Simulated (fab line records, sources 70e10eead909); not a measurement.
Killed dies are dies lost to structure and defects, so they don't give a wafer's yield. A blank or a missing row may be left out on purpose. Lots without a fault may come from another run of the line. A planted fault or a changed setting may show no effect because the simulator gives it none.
fab line records | flow nand_harc
record lots=14 wafers=42 last_day=32
route steps=1302 shown P_M0@278 P_M1@297
lots that met no fault: from a run of the same line without faults
start_h: hours from the record's first day to the start of the lot's first wafer shown | wait_h: hours since the lot's step before | " the same as in the row above | L1.1+2: a row that stands for several wafers | - no value, or no start given | * or withheld: withheld | < > ~ a bound
route shown NAME@n: a module of which the file shows steps, and the number in the route of the first | usual: mean/standard deviation of fault-free wafers | same: alike in all rows | chamber/n: place in a boat | sites: the reading at each site | _std_site: their standard deviation | _edge_site: outer sites' mean less inner sites' | radius_mm: how far each site lies from the wafer's centre | mask NAME#n: copy n | behind: the tool/chamber that last shaped the wafer | hold: why the lot was held/for how many hours/how that ended | device: the transistor (n, p or np) that didn't switch | end of line: the same wafers' tests at the end of the route | a step without rows: its recipe alone | killed: dies lost to structure and defects at the first sort, not the wafer's yield | map: a wafer's dies, x killed, . not, _ none there
set.NAME: the setting as run; set.NAME@STEP: as run at that earlier step | model.NAME: the simulator's own value behind a step, which no gauge read
steps of the route over a sample of lots; a table a step, a row a wafer
services: from which hour (start_h, from the record's first day; less than 0 if before it) a tool's chamber was out of use, for how many hours, and why
## steps
# step NHARC_P_M0_CMP_23
# recipe t_overpolish_s=20 target_thk_nm=117.54
# usual motor_current_A=12.4/0.96 pad_life_wafers=158/94 slurry_flow_ml_min=150.0/0.45 time_to_endpoint_s=31/3.3
# columns lot.wafer tool chamber start_h wait_h motor_current_A pad_life_wafers slurry_flow_ml_min time_to_endpoint_s
L946.1 cmp-03 2 130.99 - 11.5 146 150.0 32
L946.2 " 3 " " 13.2 147 150.0 31
L946.5 " 1 " " 10.1 - 149.9 31
L947.2 cmp-03 2 140.69 - 12.0 174 149.8 32
L947.5 " 2 " " 12.1 - 149.3 31
L947.6 " 3 " " 13.4 - 149.8 30
L949.3 cmp-04 3 165.76 - 14.4 242 148.8 30
L949.1 " 0 " " 10.5 243 150.3 38
L949.6 " 1 " " 11.6 - 149.8 32
L950.1 cmp-03 0 169.86 - 12.6 282 150.0 31
L950.2 " 3 " " 12.6 285 150.8 31
L950.6 " 1 " " 10.5 - 149.6 37
L951.3 cmp-03 1 182.34 - 10.6 7 150.1 32
L951.2 " 2 " " 11.7 8 150.1 33
L951.4 " 3 " " 12.9 9 149.8 30
L952.4 cmp-01 2 197.97 - 11.9 30 149.7 29
L952.2 " 3 " " 12.2 31 150.2 26
L952.3 " 0 " " 13.0 32 149.8 29
L953.3 cmp-01 3 204.95 - 11.8 51 150.2 29
L953.6 " 0 " " 12.5 - 149.9 32
L953.5 " 1 " " 13.0 - 150.0 34
L954.1 cmp-03 3 214.95 - 12.7 120 149.7 31
L954.2 " 0 " " 12.3 121 150.2 25
L954.4 " 2 " " 11.1 123 149.6 32
L956.3 cmp-01 3 231.71 - 11.9 151 150.3 24
L956.2 " 0 " " 12.4 152 150.1 30
L956.1 " 1 " " 13.8 153 150.4 33
L959.4 cmp-01 3 270.68 - 12.0 289 150.5 29
L959.3 " 1 " " 13.5 291 150.0 32
L959.6 " 2 " " 12.6 - 149.8 28
L958.2 cmp-04 3 273.47 - 14.4 246 149.9 26
L958.1 " 0 " " 12.6 247 150.2 32
L958.6 " 0 " " 10.7 - 150.1 31
L963.4 cmp-01 0 303.17 - 12.5 54 150.5 30
L963.5 " 0 " " 12.8 - 150.4 31
L963.6 " 1 " " 13.6 - 150.4 36
L965.4 cmp-04 2 324.81 - 12.0 73 150.0 29
L965.2 " 3 " " 14.9 74 151.0 28
L965.5 " 1 " " 12.1 - 150.2 30
L968.3 cmp-03 3 349.11 - 13.7 234 150.1 28
L968.1 " 0 " " 13.0 235 150.1 25
L968.2 " 1 " " 11.0 236 150.4 30
# step NHARC_P_M1_INSPECT_11
# usual raw_defect_count=4.3/2.1
# columns lot.wafer tool chamber start_h wait_h raw_defect_count
L946.1 defect_inspect-02 - 132.84 0.0 3
L946.2 " - " " 9
L946.5 " - " " 3
L947.2 defect_inspect-01 - 142.73 0.0 4
L947.5 " - " " 6
L947.6 " - " " 7
L949.1 defect_inspect-02 - 167.73 0.0 3
L949.3 " - " " 3
L949.6 " - " " 2
L950.1 defect_inspect-02 - 171.83 0.0 3
L950.2 " - " " 3
L950.6 " - " " 4
L951.2 defect_inspect-01 - 184.34 0.0 5
L951.3 " - " " 3
L951.4 " - " " 5
L952.2 defect_inspect-01 - 199.99 0.0 6
L952.3 " - " " 2
L952.4 " - " " 2
L953.3 defect_inspect-02 - 206.89 0.0 1
L953.5 " - " " 7
L953.6 " - " " 2
L954.1 defect_inspect-01 - 216.95 0.0 2
L954.2 " - " " 2
L954.4 " - " " 3
L956.1 defect_inspect-02 - 233.56 0.0 7
L956.2 " - " " 3
L956.3 " - " " 8
L959.3 defect_inspect-02 - 272.62 0.0 5
L959.4 " - " " 6
L959.6 " - " " 3
L958.1 defect_inspect-01 - 275.46 0.0 4
L958.2 " - " " 7
L958.6 " - " " 6
L963.4 defect_inspect-02 - 305.17 0.0 4
L963.5 " - " " 7
L963.6 " - " " 4
L965.2 defect_inspect-01 - 326.78 0.0 1
L965.4 " - " " 2
L965.5 " - " " 2
L968.1 defect_inspect-01 - 350.97 0.0 6
L968.2 " - " " 2
L968.3 " - " " 4
# step NHARC_P_M1_ECD_22
# recipe target_thk_a=4000 bath_temp_c=25 material=Cu
# columns lot.wafer tool chamber start_h wait_h
L946.1+2+5 ecd_cu-01 0,1,0 134.27 -
L947.2+5+6 ecd_cu-01 0,0,1 144.17 -
L949.1+3+6 ecd_cu-02 0,1,1 169.24 -
L950.2+1+6 ecd_cu-01 1,0,1 173.28 -
L951.2+4+3 ecd_cu-02 1,1,0 185.82 -
L952.2+3+4 ecd_cu-01 0,0,1 201.42 -
L953.3+6+5 ecd_cu-01 0,1,0 208.47 -
L954.2+1+4 ecd_cu-01 1,0,1 218.45 -
L956.1+2+3 ecd_cu-01 1,0,1 235.06 -
L959.4+3+6 ecd_cu-02 0,1,0 274.69 -
L958.2+1+6 ecd_cu-01 0,1,1 276.96 -
L963.4+5+6 ecd_cu-01 0,1,0 306.78 -
L965.2+4+5 ecd_cu-01 0,1,1 328.33 -
L968.2+1+3 ecd_cu-02 1,0,0 352.41 -
# step NHARC_P_M1_CMP_23
# recipe t_overpolish_s=20 target_thk_nm=157.82
# usual motor_current_A=12.4/1.1 pad_life_wafers=163/110 slurry_flow_ml_min=150.0/0.42 time_to_endpoint_s=27/3.6
# columns lot.wafer tool chamber start_h wait_h motor_current_A pad_life_wafers slurry_flow_ml_min time_to_endpoint_s
L946.1 cmp-04 1 135.00 - 11.8 84 150.0 32
L946.2 " 0 " " 11.1 87 150.1 36
L946.5 " 1 " " 12.5 - 149.5 32
L947.2 cmp-04 2 145.06 - 12.3 151 149.9 28
L947.6 " 1 " " 12.1 - 150.2 26
L947.5 " 2 " " 12.8 - 150.3 31
L949.3 cmp-02 1 170.13 - 11.6 110 149.8 25
L949.1 " 2 " " 11.9 111 150.3 25
L949.6 " 0 " " 12.0 - 150.0 22
L950.1 cmp-02 1 174.01 - 12.6 120 150.3 25
L950.2 " 0 " " 11.7 123 149.9 28
L950.6 " 1 " " 12.5 - 149.5 25
L951.4 cmp-04 1 186.55 - 12.0 336 150.3 27
L951.2 " 2 " " 12.8 337 150.3 27
L951.3 " 3 " " 14.8 338 150.5 26
L952.4 cmp-03 3 202.15 - 12.9 54 150.7 30
L952.3 " 1 " " 10.8 56 149.7 33
L952.2 " 2 " " 11.9 57 149.7 32
L953.3 cmp-02 1 209.04 - 13.0 258 150.8 25
L953.5 " 1 " " 12.2 - 150.2 25
L953.6 " 2 " " 11.4 - 150.1 24
L954.4 cmp-04 2 219.17 - 13.0 24 149.8 27
L954.1 " 0 " " 11.4 26 150.1 31
L954.2 " 1 " " 11.4 27 150.3 26
L956.3 cmp-04 0 235.79 - 11.5 120 150.7 32
L956.1 " 2 " " 12.3 122 150.3 32
L956.2 " 3 " " 15.2 123 149.9 28
L959.4 cmp-04 2 275.34 - 12.0 259 149.7 28
L959.3 " 0 " " 11.6 261 149.6 31
L959.6 " 1 " " 10.9 - 149.9 24
L958.1 cmp-04 3 277.68 - 14.8 276 150.3 26
L958.2 " 1 " " 11.7 278 149.9 21
L958.6 " 0 " " 11.5 - 149.9 30
L963.4 cmp-02 1 307.37 - 12.2 241 150.3 25
L963.5 " 0 " " 12.3 - 149.9 6
L963.6 " 1 " " 12.5 - 150.7 26
L965.2 cmp-03 0 329.08 - 12.1 163 150.7 24
L965.4 " 2 " " 11.4 165 150.3 7
L965.5 " 3 " " 12.9 - 149.9 6
L968.1 cmp-04 2 353.13 - 12.4 186 149.8 31
L968.3 " 3 " " 14.4 187 150.3 32
L968.2 " 1 " " 10.7 189 150.5 29
# step NHARC_P_M1_THK_MEAS_24
# recipe thk_meas_gauge=xrf
# usual thk_nm=157.3/1.7
# columns lot.wafer tool chamber start_h wait_h thk_nm
L946.1 film_metro-01 - 135.32 - 157.6
L946.2 " - " " 161.4
L946.5 " - " " 156.9
L947.2 film_metro-02 - 145.35 - 158.2
L947.5 " - " " 156.7
L947.6 " - " " 154.9
L949.1 film_metro-01 - 170.39 - 158.1
L949.3 " - " " 156.5
L949.6 " - " " 157.4
L950.1 film_metro-02 - 174.33 - 156.8
L950.2 " - " " 155.5
L950.6 " - " " 158.1
L951.2 film_metro-02 - 186.87 - 157.2
L951.3 " - " " 158.5
L951.4 " - " " 155.7
L952.2 film_metro-02 - 202.47 - 160.0
L952.3 " - " " 158.1
L952.4 " - " " 158.5
L953.3 film_metro-02 - 209.36 - 156.4
L953.5 " - " " 155.4
L953.6 " - " " 154.4
L954.1 film_metro-02 - 219.49 - 159.1
L954.2 " - " " 157.6
L954.4 " - " " 156.1
L956.1 film_metro-02 - 236.11 - 158.3
L956.2 " - " " 156.2
L956.3 " - " " 157.9
L959.3 film_metro-01 - 275.63 - 160.7
L959.4 " - " " 157.9
L959.6 " - " " 156.7
L958.1 film_metro-02 - 277.99 - 159.2
L958.2 " - " " 156.8
L958.6 " - " " 159.7
L963.4 film_metro-01 - 307.66 - 158.1
L963.5 " - " " 117.9
L963.6 " - " " 156.8
L965.2 film_metro-02 - 329.37 - 157.0
L965.4 " - " " 108.8
L965.5 " - " " 109.3
L968.1 film_metro-02 - 353.44 - 157.5
L968.2 " - " " 157.6
L968.3 " - " " 157.7
# step NHARC_P_M1_PRE_CLEAN_32
# recipe time_s=12 temp_c=370 rf_power_w=300 gas=NH3
# usual heater_power_w=651/67
# columns lot.wafer tool chamber start_h wait_h heater_power_w
L946.1 pecvd-02 2 135.57 0.1 531
L946.2 " 1 " " 601
L946.5 " 1 " " 600
L947.2 pecvd-04 0 145.63 0.1 675
L947.6 " 2 " " 705
L947.5 " 0 " " 657
L949.3 pecvd-04 0 170.69 0.1 703
L949.1 " 1 " " 561
L949.6 " 0 " " 717
L950.2 pecvd-03 2 174.55 0.1 703
L950.1 " 0 " " 606
L950.6 " 2 " " 696
L951.2 pecvd-04 0 187.11 0.1 743
L951.3 " 1 " " 588
L951.4 " 1 " " 568
L952.2 pecvd-04 2 202.72 0.1 706
L952.3 " 0 " " 716
L952.4 " 0 " " 706
L953.3 pecvd-03 0 209.58 0.1 625
L953.6 " 0 " " 639
L953.5 " 2 " " 591
L954.1 pecvd-03 2 219.71 0.1 716
L954.2 " 0 " " 649
L954.4 " 2 " " 710
L956.1 pecvd-03 0 236.33 0.1 648
L956.3 " 1 " " 691
L956.2 " 2 " " 714
L959.3 pecvd-02 2 275.97 0.2 561
L959.6 " 2 " " 568
L959.4 " 1 " " 669
L958.1 pecvd-02 2 278.22 0.1 550
L958.2 " 1 " " 604
L958.6 " 1 " " 608
L963.5 pecvd-03 0 307.93 0.1 667
L963.6 " 1 " " 654
L963.4 " 2 " " 707
L965.2 pecvd-03 1 329.62 0.1 632
L965.5 " 2 " " 670
L965.4 " 0 " " 623
L968.2 pecvd-04 1 353.67 0.1 588
L968.3 " 2 " " 734
L968.1 " 0 " " 711
## services
# columns tool chamber start_h hours kind
cmp-04 - 111.00 4.0 pm
pecvd-03 - 123.01 0.2 repair
cmp-03 - 125.09 3.1 repair
ecd_cu-01 - 160.00 8.0 pm
pecvd-03 - 163.01 1.2 repair
cmp-03 - 176.49 4.0 pm
pecvd-03 - 185.08 13.0 pm
cmp-01 - 185.60 4.0 pm
pecvd-04 - 186.39 0.5 repair
cmp-01 - 206.19 2.3 repair
cmp-04 - 209.00 4.0 pm
cmp-04 - 216.19 0.8 repair
pecvd-03 - 221.00 0.6 repair
pecvd-04 - 237.23 0.7 repair
pecvd-03 - 237.40 2.7 repair
pecvd-03 - 255.86 0.9 repair
pecvd-04 - 269.41 13.0 pm
cmp-03 - 274.49 4.0 pm
cmp-01 - 283.60 4.0 pm
cmp-04 - 307.00 4.0 pm
cmp-03 - 307.95 0.4 repair
cmp-03 - 319.25 1.4 repair
cmp-03 - 325.89 2.2 repair
ecd_cu-01 - 336.00 8.0 pm
## key
first_sign step=NHARC_P_M1_CMP_23 reading=time_to_endpoint_s direction=down sigmas=6 usual=* struck=*
effect step=NHARC_P_M1_THK_MEAS_24 reading=thk_nm direction=down sigmas=27 usual=157.3 struck=112.0
met_at NHARC_P_M1_ECD_22
struck_lots L963,L965
struck_wafers L963.5,L965.4,L965.5
later_rows_left_out L963.5,L965.4,L965.5
sort_left_out L963.5,L965.4,L965.5
not_acting_at NHARC_P_M0_CMP_23,NHARC_P_M1_INSPECT_11,NHARC_P_M1_PRE_CLEAN_32
onset_between 276.96 306.78
fault kind=process_parameter_drift tool=ecd_cu-01 chamber=1 onset_h=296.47 steps=NHARC_P_M1_ECD_22 channel=target_thk_a offset=* shape=step end_h=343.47 acts_in=* stated=*
# sort_left_out: the simulated sort isn't trusted on such a fault, so these wafers' sort isn't shown, and their yield isn't known
# later_rows_left_out: the simulator's readings of these wafers behind a module that went badly wrong aren't trusted and aren't shown, but for the sort
